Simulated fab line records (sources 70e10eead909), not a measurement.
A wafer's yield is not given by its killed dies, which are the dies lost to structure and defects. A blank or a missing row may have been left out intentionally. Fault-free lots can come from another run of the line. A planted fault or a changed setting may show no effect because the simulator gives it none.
What tool caused it?    flow nand harc    11 lots with 33 wafers sampled at 2 steps, on a route of 1302 steps

== WHAT THE GAUGES READ, wafer by wafer ==
NHARC_A_SGD_CUT_CD_MEAS_09: target cd 100 nm.
lot   measured      on         cd nm (nm)
L075  day 19 04:23  cd sem-02  99.4 99.8 99.1
L078  day 20 13:08  cd sem-03  99.8 99.2 99.5
L080  day 21 03:47  cd sem-03  100.3 99.8 99.8
L083  day 22 17:20  cd sem-03  100.7 100.3 99.7
L085  day 23 06:39  cd sem-03  100.4 100.7 99.6
L086  day 24 01:34  cd sem-03  100.2 99.8 100.3
L088  day 24 22:32  cd sem-02  100.0 100.3 99.9
L091  day 26 04:13  cd sem-03  100.2 99.3 98.8
L092  day 26 16:32  cd sem-01  100.6 99.5 100.6
L094  day 27 03:23  cd sem-03  100.4 99.7 100.2
L096  day 28 10:37  cd sem-02  101.0 100.2 100.8

== EACH LOT AND THE TOOL THAT RAN IT (in order: tool; ch and the chambers of the sampled wafers; start) ==
lot   NHARC_A_STAIRCASE_DESCUM_443
L075  rie diel-09 ch 0,2,3, day 18 20:18
L078  rie diel-08 ch 0,2,3, day 20 05:09
L080  rie diel-08 ch 0,1,2, day 20 19:54
L083  rie diel-08 ch 1,2, day 22 09:23
L085  rie diel-09 ch 1,3, day 22 22:52
L086  rie diel-03 ch 1,2, day 23 17:35
L088  rie diel-08 ch 0,1,2, day 24 14:25
L091  rie diel-03 ch 0,1,3, day 25 20:20
L092  rie diel-03 ch 1,2, day 26 08:41
L094  rie diel-03 ch 0,1,3, day 26 19:25
L096  rie diel-09 ch 0,2,3, day 28 02:29
- NHARC_A_STAIRCASE_DESCUM_443: chemistry O2, time 3 s.

== THE ANSWER, worked out from the rows above alone ==
Rule: what is usual is taken from the lots themselves. Put in order of their means at a reading, lots are off if they are a third of the lots or fewer, leave a main group of 4 or more, and stand apart from it by a gap of 3 or more times the standard deviation of the main group's means; of several such gaps the widest counts. Not used: any main group whose means are identical at the precision the tables above print for the reading. Also off: a lot with no number at a reading for which 4 or more lots have one. Any other lot the step has rows for is counted as sound.
Across all readings shown, no lot is off: no conclusion can be drawn from this.

== WHAT THE SIMULATOR HAD INSERTED ==
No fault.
